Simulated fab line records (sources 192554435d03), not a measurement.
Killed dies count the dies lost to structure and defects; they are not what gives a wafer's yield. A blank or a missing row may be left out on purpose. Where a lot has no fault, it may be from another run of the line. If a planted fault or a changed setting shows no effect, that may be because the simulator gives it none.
fab line records    flow n5Finfet
record: lots: 10  wafers: 30  lastDay: 21
route steps=1938 shown BEOL_M6@1238 BEOL_M7@1263 PASSIVATION@1936
lots that met no fault: from a run of the same line without faults
startH: hours from the record's first day to the start of the lot's first wafer shown    waitH: hours elapsed since this lot's preceding step    " as in the row above    L1.1+2: a single row standing in for several wafers    - no value present, or no start provided    * or withheld: withheld    < > ~ a bound
route shown NAME@n: names a module that has steps shown in the file, with the first one's number in the route    usual: mean/standard deviation taken from wafers without a fault    same: alike in all rows    chamber/n: place in a boat    sites: readings site by site    _std_site: their standard deviation    _edge_site: the outer-site mean with the inner-site mean subtracted    radiusMm: how far each site lies from the wafer's centre    mask NAME#n: copy n    behind: the tool/chamber that last shaped the wafer    hold: what put the lot on hold/how long, in hours/how the hold closed    device: the n, p or np transistor that did not switch    end of line: tests of these same wafers at the route's end    a step given without rows: its recipe and nothing more    killed: dies that structure and defects cost at the first sort, which is not the same as the wafer's yield    map: a wafer's dies, marking killed ones x, the rest . and places with no die _
set.NAME: setting as actually run; set.NAME@STEP: the setting as run at that earlier step    model.NAME: the simulator's own value behind a step, which no gauge read
route steps across a sampled set of lots; one table per step, one row per wafer
services: the hour from which a tool's chamber was out of use, counted from the record's first day as startH (under 0 if before that day), plus the number of hours and why
== steps ==
step: N5_BEOL_M6_STRIP_36
recipe: chemistry: N2/H2  powerW: 450  tempC: 40  pressureMtorr: 20  rfFrequencyHz: 6e+07  overashFraction: 0.3  biasPowerW: 7  h2Frac: 0.5  n2FlowSccm: 200  h2FlowSccm: 200
usual: drypumpMotorCurrentA: 5.69/0.2  oesProductAu: 0.79/0.078  rfVppV: 59.0/1.3  showerheadPlenumPTorr: 2.51/0.082  throttleValvePct: 23.7/0.3
lot.wafer  tool        chamber  startH  waitH  drypumpMotorCurrentA  oesProductAu  rfHoursCounterH  rfVppV  showerheadPlenumPTorr  throttleValvePct
L774.2     rieDiel-04  1        288.72  0.0    5.86                  0.88          33               59.8    2.49                   23.6
L774.4     "           0        "       "      5.89                  0.88          47               61.3    2.46                   23.5
L774.6     "           0        "       "      5.89                  0.87          -                58.1    2.46                   23.5
L780.3     rieDiel-03  0        305.54  0.0    5.55                  0.68          248              58.1    2.47                   23.5
L780.4     "           2        "       "      5.96                  0.69          216              58.7    2.61                   23.6
L780.6     "           3        "       "      5.64                  0.76          -                59.7    2.40                   23.2
L777.4     rieDiel-03  0        307.38  0.0    5.55                  0.68          249              58.0    2.47                   23.5
L777.5     "           0        "       "      5.54                  0.68          -                61.0    2.47                   23.5
L777.6     "           1        "       "      5.76                  0.73          -                58.9    2.42                   23.9
L779.3     rieDiel-04  3        327.92  0.0    5.26                  0.70          213              59.5    2.62                   24.1
L779.5     "           1        "       "      5.90                  0.87          -                59.5    2.48                   23.6
L779.6     "           0        "       "      5.86                  0.84          -                59.1    2.46                   23.5
L781.2     rieDiel-01  3        333.45  0.0    5.92                  0.88          39               58.5    2.48                   23.4
L781.3     "           2        "       "      5.63                  0.70          216              61.5    2.52                   24.3
L781.6     "           3        "       "      5.87                  0.88          -                60.2    2.48                   23.4
L788.3     rieDiel-01  2        351.20  0.0    5.63                  0.71          222              56.2    2.52                   24.3
L788.4     "           3        "       "      5.87                  0.87          45               58.6    2.48                   23.4
L788.6     "           0        "       "      5.73                  0.77          -                57.3    2.44                   23.7
L787.1     rieDiel-04  0        373.08  0.0    5.87                  0.84          75               57.4    2.45                   23.5
L787.2     "           1        "       "      5.91                  0.85          62               57.3    2.48                   23.6
L787.4     "           2        "       "      5.42                  0.87          42               60.3    2.60                   23.7
L789.3     rieDiel-01  3        380.41  0.0    5.88                  0.87          54               58.7    2.48                   23.4
L789.4     "           2        "       "      5.64                  0.69          231              59.5    2.51                   24.3
L789.5     "           2        "       "      5.64                  0.70          -                56.9    2.51                   24.3
L792.2     rieDiel-03  1        384.04  0.0    5.77                  0.71          193              59.1    2.40                   23.9
L792.3     "           2        "       "      5.95                  0.68          248              58.7    2.60                   23.6
L792.4     "           0        "       "      5.54                  0.91          17               60.1    2.46                   23.1
L794.1     rieDiel-01  2        388.01  0.0    5.65                  0.69          234              59.2    2.51                   24.3
L794.2     "           1        "       "      5.57                  0.78          140              58.6    2.64                   23.9
L794.5     "           1        "       "      5.56                  0.77          -                58.2    2.64                   23.9
step: N5_BEOL_M6_RS_MEAS_57
recipe: thkMeasGauge: four-point-probe  reads: Cu_of_BEOL_M6_ECD_50+Co_of_BEOL_M6_CVD_78+TaN_of_BEOL_M6_ALD_77
usual: M6_RS: 0.288/0.01
lot.wafer  tool          chamber  startH  waitH  M6_RS[ohm/sq]
L774.2     filmMetro-01  -        292.31  0.1    0.278
L774.4     "             -        "       "      0.278
L774.6     "             -        "       "      0.275
L780.3     filmMetro-01  -        308.79  0.1    0.276
L780.4     "             -        "       "      0.300
L780.6     "             -        "       "      0.300
L777.4     filmMetro-02  -        310.60  0.0    0.291
L777.5     "             -        "       "      0.293
L777.6     "             -        "       "      0.302
L779.3     filmMetro-02  -        330.65  0.1    0.304
L779.5     "             -        "       "      0.279
L779.6     "             -        "       "      0.289
L781.2     filmMetro-01  -        336.01  0.1    0.288
L781.3     "             -        "       "      0.296
L781.6     "             -        "       "      0.290
L788.3     filmMetro-01  -        361.93  0.1    0.308
L788.4     "             -        "       "      0.289
L788.6     "             -        "       "      0.284
L787.1     filmMetro-02  -        375.98  0.1    0.284
L787.2     "             -        "       "      0.284
L787.4     "             -        "       "      0.284
L789.3     filmMetro-01  -        383.35  0.1    0.283
L789.4     "             -        "       "      0.299
L789.5     "             -        "       "      0.305
L792.2     filmMetro-01  -        386.90  0.1    0.286
L792.3     "             -        "       "      0.310
L792.4     "             -        "       "      0.263
L794.1     filmMetro-01  -        391.35  0.1    0.305
L794.2     "             -        "       "      0.274
L794.5     "             -        "       "      0.277
step: N5_BEOL_M6_INSPECT_58
recipe: inspectInstrument: darkfield  mode: postDep
usual: rawDefectCount: 70/18
lot.wafer  tool              chamber  startH  waitH  rawDefectCount
L774.2     defectInspect-01  -        292.34  0.0    77
L774.4     "                 -        "       "      73
L774.6     "                 -        "       "      80
L780.3     defectInspect-01  -        308.81  0.0    66
L780.4     "                 -        "       "      68
L780.6     "                 -        "       "      76
L777.4     defectInspect-01  -        310.63  0.0    73
L777.5     "                 -        "       "      70
L777.6     "                 -        "       "      69
L779.3     defectInspect-02  -        330.68  0.0    48
L779.5     "                 -        "       "      67
L779.6     "                 -        "       "      85
L781.2     defectInspect-02  -        336.03  0.0    90
L781.3     "                 -        "       "      53
L781.6     "                 -        "       "      58
L788.3     defectInspect-01  -        361.95  0.0    100
L788.4     "                 -        "       "      89
L788.6     "                 -        "       "      81
L787.1     defectInspect-01  -        376.00  0.0    101
L787.2     "                 -        "       "      88
L787.4     "                 -        "       "      47
L789.3     defectInspect-01  -        383.38  0.0    35
L789.4     "                 -        "       "      90
L789.5     "                 -        "       "      80
L792.2     defectInspect-01  -        386.92  0.0    47
L792.3     "                 -        "       "      63
L792.4     "                 -        "       "      50
L794.1     defectInspect-02  -        391.38  0.0    80
L794.2     "                 -        "       "      67
L794.5     "                 -        "       "      108
step: N5_BEOL_M7_ILD_DEP_00
recipe: material: SiCOH_lowk  targetThkA: 1797.5  tempC: 300  precursor: DEMS/porogen  pressureTorr: 5  rfW: 500  timeS: 33.4
usual: heaterPowerW: 313/42  showerheadPlenumPTorr: 5.736/0.014  throttleValvePct: 13.7/0.72
lot.wafer  tool      chamber  startH  waitH  heaterPowerW  showerheadPlenumPTorr  throttleValvePct
L774.2     pecvd-03  1        292.38  0.0    320           5.728                  14.6
L774.4     "         0        "       "      306           5.756                  14.9
L774.6     "         1        "       "      317           5.732                  14.4
L780.3     pecvd-01  1        308.85  0.0    311           5.739                  12.7
L780.4     "         0        "       "      301           5.722                  15.0
L780.6     "         2        "       "      331           5.751                  13.3
L777.4     pecvd-02  1        310.69  0.1    298           5.753                  14.2
L777.5     "         0        "       "      254           5.725                  13.1
L777.6     "         2        "       "      336           5.716                  13.2
L779.3     pecvd-01  0        330.72  0.0    291           5.730                  14.8
L779.5     "         1        "       "      327           5.744                  13.1
L779.6     "         0        "       "      291           5.729                  15.1
L781.2     pecvd-01  0        336.07  0.0    290           5.738                  14.7
L781.3     "         1        "       "      333           5.748                  12.7
L781.6     "         2        "       "      289           5.726                  13.2
L788.3     pecvd-02  0        361.99  0.0    283           5.732                  13.1
L788.4     "         1        "       "      352           5.758                  14.4
L788.6     "         2        "       "      354           5.728                  13.1
L787.1     pecvd-01  0        376.04  0.0    286           5.717                  15.0
L787.2     "         1        "       "      301           5.751                  12.8
L787.4     "         2        "       "      327           5.736                  13.4
L789.3     pecvd-02  2        383.42  0.0    326           5.708                  13.1
L789.4     "         0        "       "      252           5.731                  13.3
L789.5     "         1        "       "      341           5.757                  14.0
L792.2     pecvd-03  2        386.96  0.0    328           5.728                  13.3
L792.3     "         0        "       "      258           5.762                  14.9
L792.4     "         0        "       "      264           5.753                  15.0
L794.1     pecvd-02  2        391.42  0.0    377           5.719                  12.8
L794.2     "         0        "       "      267           5.753                  13.6
L794.5     "         0        "       "      277           5.738                  13.2
step: N5_BEOL_M7_THK_MEAS_01
recipe: reads: SiCOH_lowk_of_BEOL_M7_ILD_DEP_00
usual: M7_ILD_THK: 155.2/2.2
lot.wafer  tool          chamber  startH  waitH  M7_ILD_THK[nm]
L774.2     filmMetro-01  -        293.68  0.4    154.7
L774.4     "             -        "       "      159.1
L774.6     "             -        "       "      156.9
L780.3     filmMetro-01  -        309.43  0.3    153.5
L780.4     "             -        "       "      155.5
L780.6     "             -        "       "      154.2
L777.4     filmMetro-01  -        311.72  0.4    156.4
L777.5     "             -        "       "      158.0
L777.6     "             -        "       "      157.4
L779.3     filmMetro-02  -        331.29  0.3    150.7
L779.5     "             -        "       "      155.3
L779.6     "             -        "       "      154.0
L781.2     filmMetro-02  -        336.65  0.4    153.0
L781.3     "             -        "       "      209.8
L781.6     "             -        "       "      157.3
L788.3     filmMetro-02  -        365.83  0.3    155.2
L788.4     "             -        "       "      154.3
L788.6     "             -        "       "      156.6
L787.1     filmMetro-01  -        377.20  0.4    153.4
L787.2     "             -        "       "      209.0
L787.4     "             -        "       "      154.6
L789.3     filmMetro-01  -        383.99  0.3    156.1
L789.4     "             -        "       "      156.8
L789.5     "             -        "       "      152.0
L792.2     filmMetro-01  -        388.02  0.7    151.1
L792.3     "             -        "       "      154.1
L792.4     "             -        "       "      155.8
L794.1     filmMetro-01  -        392.01  0.4    153.1
L794.2     "             -        "       "      155.8
L794.5     "             -        "       "      156.2
step: N5_PASSIVATION_PROBE_49
usual: defectLimitedYield: 90.9/1.6  killed_at_M0_to_M3: 37/11  killed_at_M4_up: 15/5.6  killedAtContacts: 13/6.4  killedAtFrontEnd: 39/11  killedAtOther: 4/3.1  killedDies: 107/19  killedOpen: 71/14  killedShort: 34/7.8  sort_bin_4_leakage: 0.01/0.053  sort_bin_5_function: 5.3/1  sort_bin_6_memory: 3.4/0.72  sort_bin_8_speed: 0.0/0.42  sortNPass: 1072/20  sortYieldPct: 90.9/1.7
same: grossDies: 1180  killedAtBackSide: 0
lot.wafer  tool       chamber  startH  waitH  defectLimitedYield[%]  killed_at_M0_to_M3  killed_at_M4_up  killedAtContacts  killedAtFrontEnd  killedAtOther  killedDies  killedOpen  killedShort  sort_bin_4_leakage[%]  sort_bin_5_function[%]  sort_bin_6_memory[%]  sort_bin_8_speed[%]  sortNPass  sortYieldPct[%]
L774.2     prober-02  -        370.95  0.1    90.9                   44                  26               4                 31                2              107         79          27           0                      5.7                     3.0                   0                    1073       90.9
L774.4     prober-02  -        371.05  0.2    92.0                   41                  10               6                 34                3              94          60          31           0                      4.5                     3.1                   0                    1086       92.0
L774.6     prober-02  -        371.15  0.3    92.3                   30                  15               9                 37                0              91          64          25           0                      5.3                     2.2                   0                    1089       92.3
L780.3     prober-01  -        406.32  0.1    90.4                   43                  9                12                37                12             113         81          30           0                      6.1                     3.3                   0.2                  1065       90.3
L780.4     prober-01  -        406.37  0.2    88.5                   42                  14               12                55                13             136         103         31           0                      7.3                     3.8                   0                    1044       88.5
L780.6     prober-01  -        406.47  0.3    90.3                   35                  7                25                43                4              114         85          28           0                      5.2                     4.2                   0.2                  1064       90.2
L777.4     prober-02  -        410.79  0.2    89.7                   46                  10               13                51                2              122         84          36           0                      6.4                     3.7                   0                    1058       89.7
L777.5     prober-02  -        410.84  0.2    89.9                   44                  13               13                48                1              119         82          35           0                      5.3                     4.4                   0                    1061       89.9
L777.6     prober-02  -        410.89  0.3    89.6                   46                  19               8                 49                1              123         81          42           0                      6.9                     2.9                   0                    1057       89.6
L781.2     prober-02  -        434.96  0.1    90.5                   35                  10               21                44                2              112         75          35           0                      6.4                     3.1                   0.7                  1060       89.8
L781.3     prober-02  -        435.01  0.1    92.5                   31                  13               12                28                4              88          53          34           0                      4.8                     2.4                   0                    1092       92.5
L781.6     prober-02  -        435.16  0.3    93.3                   26                  16               9                 24                4              79          41          36           0                      3.7                     2.5                   0                    1101       93.3
L789.3     prober-01  -        473.93  0.1    91.9                   26                  18               11                34                6              95          62          31           0                      5.0                     3.0                   0                    1085       91.9
L789.4     prober-01  -        473.98  0.2    90.9                   38                  16               14                34                5              107         81          25           0                      5.3                     3.5                   0                    1073       90.9
L789.5     prober-01  -        474.03  0.2    93.2                   18                  13               13                34                2              80          52          27           0                      4.7                     1.8                   0                    1100       93.2
L794.1     prober-02  -        479.04  0.0    93.6                   39                  10               12                14                1              76          54          21           0                      4.2                     2.1                   0                    1104       93.6
L794.2     prober-02  -        479.09  0.1    91.5                   54                  10               9                 26                1              100         67          32           0                      4.9                     3.4                   0                    1080       91.5
L794.5     prober-02  -        479.24  0.2    91.9                   47                  10               10                24                5              96          64          32           0                      4.5                     3.4                   0                    1084       91.9
killed by level:class
L774.2 BEOL_M0_SAQP:geometricParticle:open=15 BEOL_M4:geometricParticle:open=12 BEOL_M2:geometricParticle:open=11 BEOL_M3:geometricParticle:open=7 STI_FIN_REVEAL:geometricParticle:open=6 FIN_SAQP:geometricParticle:open=5 BEOL_M0_SAQP:geometricParticle:short=5 GATE_CUT:geometricParticle:open=4
L774.4 BEOL_M0_SAQP:geometricParticle:open=11 DUMMY_GATE:geometricParticle:open=8 BEOL_M0_SAQP:geometricParticle:short=8 BEOL_M3:geometricParticle:open=7 BEOL_M4:geometricParticle:open=6 BEOL_M2:geometricParticle:open=6 STI_FIN_REVEAL:geometricParticle:open=5 GATE_CUT:geometricParticle:short=4
L774.6 BEOL_M4:geometricParticle:open=9 FIN_SAQP:geometricParticle:open=7 STI_FIN_REVEAL:geometricParticle:open=7 MOL_CONTACT_COAG:geometricParticle:open=7 BEOL_M2:geometricParticle:open=7 BEOL_M3:geometricParticle:open=7 BEOL_M1:geometricParticle:open=4 STARTING-WAFER:geometricParticle:short=4
L780.3 BEOL_M2:geometricParticle:open=15 FIN_SAQP:geometricParticle:open=13 MOL_CONTACT_COAG:geometricParticle:open=11 STI_FIN_REVEAL:geometricParticle:open=8 BEOL_M1:geometricParticle:open=8 FIN_SAQP:geometricParticle:short=6 BEOL_M0_SAQP:geometricParticle:open=5 BEOL_M3:geometricParticle:open=5
L780.4 STI_FIN_REVEAL:geometricParticle:open=25 FIN_SAQP:geometricParticle:open=15 MOL_CONTACT_COAG:geometricParticle:open=12 BEOL_M0_SAQP:geometricParticle:open=8 BEOL_M0_SAQP:geometricParticle:short=8 BEOL_M2:geometricParticle:open=6 BEOL_M0:geometricParticle:open=5 BEOL_M3:geometricParticle:open=5
L780.6 MOL_CONTACT_COAG:geometricParticle:open=21 STI_FIN_REVEAL:geometricParticle:open=12 BEOL_M2:geometricParticle:open=10 FIN_SAQP:geometricParticle:open=9 BEOL_M1:geometricParticle:open=9 DUMMY_GATE:geometricParticle:open=4 GATE_CUT:geometricParticle:short=4 MOL_CONTACT_COAG:geometricParticle:short=4
L777.4 BEOL_M2:geometricParticle:open=19 FIN_SAQP:geometricParticle:open=18 MOL_CONTACT_COAG:geometricParticle:open=12 FIN_SAQP:geometricParticle:short=10 BEOL_M0_SAQP:geometricParticle:short=8 BEOL_M0_SAQP:geometricParticle:open=6 BEOL_M1:geometricParticle:open=4 BEOL_M3:geometricParticle:open=4
L777.5 BEOL_M2:geometricParticle:open=24 FIN_SAQP:geometricParticle:open=13 MOL_CONTACT_COAG:geometricParticle:open=9 BEOL_M4:geometricParticle:open=9 GATE_CUT:geometricParticle:short=6 DUMMY_GATE:geometricParticle:open=5 STARTING-WAFER:geometricParticle:open=5 FIN_SAQP:geometricParticle:short=4
L777.6 FIN_SAQP:geometricParticle:open=18 BEOL_M0_SAQP:geometricParticle:open=14 BEOL_M2:geometricParticle:open=13 GATE_CUT:geometricParticle:short=8 FIN_SAQP:geometricParticle:short=7 BEOL_M4:geometricParticle:open=7 BEOL_M0_SAQP:geometricParticle:short=6 BEOL_M4:geometricParticle:short=6
L781.2 MOL_CONTACT_COAG:geometricParticle:open=16 DUMMY_GATE:geometricParticle:open=9 BEOL_M0_SAQP:geometricParticle:open=9 FIN_SAQP:geometricParticle:open=8 BEOL_M0_SAQP:geometricParticle:short=8 FIN_SAQP:geometricParticle:short=7 STI_FIN_REVEAL:geometricParticle:open=7 BEOL_M2:geometricParticle:open=7
L781.3 MOL_CONTACT_COAG:geometricParticle:open=9 BEOL_M0_SAQP:geometricParticle:open=9 GATE_CUT:geometricParticle:short=7 BEOL_M2:geometricParticle:open=6 BEOL_M4:geometricParticle:open=6 GATE_CUT:geometricParticle:open=5 BEOL_M0_SAQP:geometricParticle:short=5 FIN_SAQP:geometricParticle:open=4
L781.6 MOL_CONTACT_COAG:geometricParticle:open=7 BEOL_M4:geometricParticle:open=7 FIN_SAQP:geometricParticle:short=6 GATE_CUT:geometricParticle:short=6 BEOL_M2:geometricParticle:open=6 BEOL_M3:geometricParticle:open=5 BEOL_M2:geometricParticle:short=4 BEOL_M0_SAQP:geometricParticle:short=4
L789.3 FIN_SAQP:geometricParticle:open=8 STI_FIN_REVEAL:geometricParticle:open=7 GATE_CUT:geometricParticle:short=7 MOL_CONTACT_COAG:geometricParticle:open=7 BEOL_M3:geometricParticle:open=7 BEOL_M0_SAQP:geometricParticle:short=5 BEOL_M4:geometricParticle:open=5 BEOL_M2:geometricParticle:open=4
L789.4 BEOL_M3:geometricParticle:open=12 FIN_SAQP:geometricParticle:open=11 MOL_CONTACT_COAG:geometricParticle:open=11 BEOL_M4:geometricParticle:open=9 STI_FIN_REVEAL:geometricParticle:open=6 BEOL_M0_SAQP:geometricParticle:short=6 BEOL_M2:geometricParticle:open=6 BEOL_M0_SAQP:geometricParticle:open=5
L789.5 MOL_CONTACT_COAG:geometricParticle:open=11 FIN_SAQP:geometricParticle:short=10 FIN_SAQP:geometricParticle:open=7 BEOL_M3:geometricParticle:open=5 STI_FIN_REVEAL:geometricParticle:open=4 BEOL_M0_SAQP:geometricParticle:open=4 BEOL_M2:geometricParticle:open=4 BEOL_M5:geometricParticle:open=4
L794.1 MOL_CONTACT_COAG:geometricParticle:open=11 BEOL_M0_SAQP:geometricParticle:open=10 BEOL_M0_SAQP:geometricParticle:short=8 BEOL_M3:geometricParticle:open=8 BEOL_M1:geometricParticle:open=5 BEOL_M4:geometricParticle:open=5 STI_FIN_REVEAL:geometricParticle:open=3 BEOL_M2:geometricParticle:open=3
L794.2 BEOL_M2:geometricParticle:open=14 BEOL_M0_SAQP:geometricParticle:open=10 MOL_CONTACT_COAG:geometricParticle:open=9 BEOL_M0_SAQP:geometricParticle:short=6 BEOL_M1:geometricParticle:short=6 BEOL_M1:geometricParticle:open=6 BEOL_M3:geometricParticle:open=6 BEOL_M4:geometricParticle:open=5
L794.5 BEOL_M2:geometricParticle:open=13 BEOL_M3:geometricParticle:open=10 MOL_CONTACT_COAG:geometricParticle:open=7 DUMMY_GATE:geometricParticle:open=6 BEOL_M0_SAQP:geometricParticle:open=6 BEOL_M0_SAQP:geometricParticle:short=5 BEOL_M1:geometricParticle:open=5 FIN_SAQP:geometricParticle:short=3
== services ==
tool        chamber  startH  hours  kind
pecvd-03    -        274.63  2.8    pm
pecvd-03    -        281.93  0.7    repair
rieDiel-03  3        289.92  5.3    repair
rieDiel-04  0        298.90  4.3    repair
rieDiel-03  0        309.46  -      clean
rieDiel-03  0        309.46  -      consumableReplace:focusRing
rieDiel-03  0        309.46  30.7   scheduledDown
rieDiel-03  0        309.46  30.7   ventCycle
rieDiel-04  2        332.82  4.0    repair
pecvd-01    1        332.90  2.1    scheduledDown
pecvd-03    1        352.44  2.7    repair
pecvd-03    2        366.94  2.1    scheduledDown
pecvd-02    1        383.62  -      clean
pecvd-02    1        383.62  -      consumableReplace:showerhead
pecvd-02    1        383.62  29.0   scheduledDown
pecvd-02    1        383.62  29.0   ventCycle
rieDiel-03  2        390.73  -      clean
rieDiel-03  2        390.73  -      consumableReplace:focusRing
rieDiel-03  2        390.73  25.9   scheduledDown
rieDiel-03  2        390.73  25.9   ventCycle
pecvd-03    2        391.13  5.5    scheduledDown
== key ==
firstSign: step: N5_BEOL_M7_THK_MEAS_01  reading: M7_ILD_THK  direction: up  sigmas: 24  usual: 155.2  struck: 209.4
effect none on later readings
metAt N5_BEOL_M7_ILD_DEP_00
struckLots L781,L787
struckWafers L781.3,L787.2
notActingAt N5_BEOL_M6_STRIP_36,N5_BEOL_M6_RS_MEAS_57,N5_BEOL_M6_INSPECT_58
onsetBetween 330.72 336.07
fault: kind: processParameterDrift  tool: pecvd-01  chamber: 1  onsetH: 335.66  steps: N5_BEOL_M7_ILD_DEP_00  channel: timeS  offset: *  shape: step  endH: 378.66  actsIn: *  stated: *
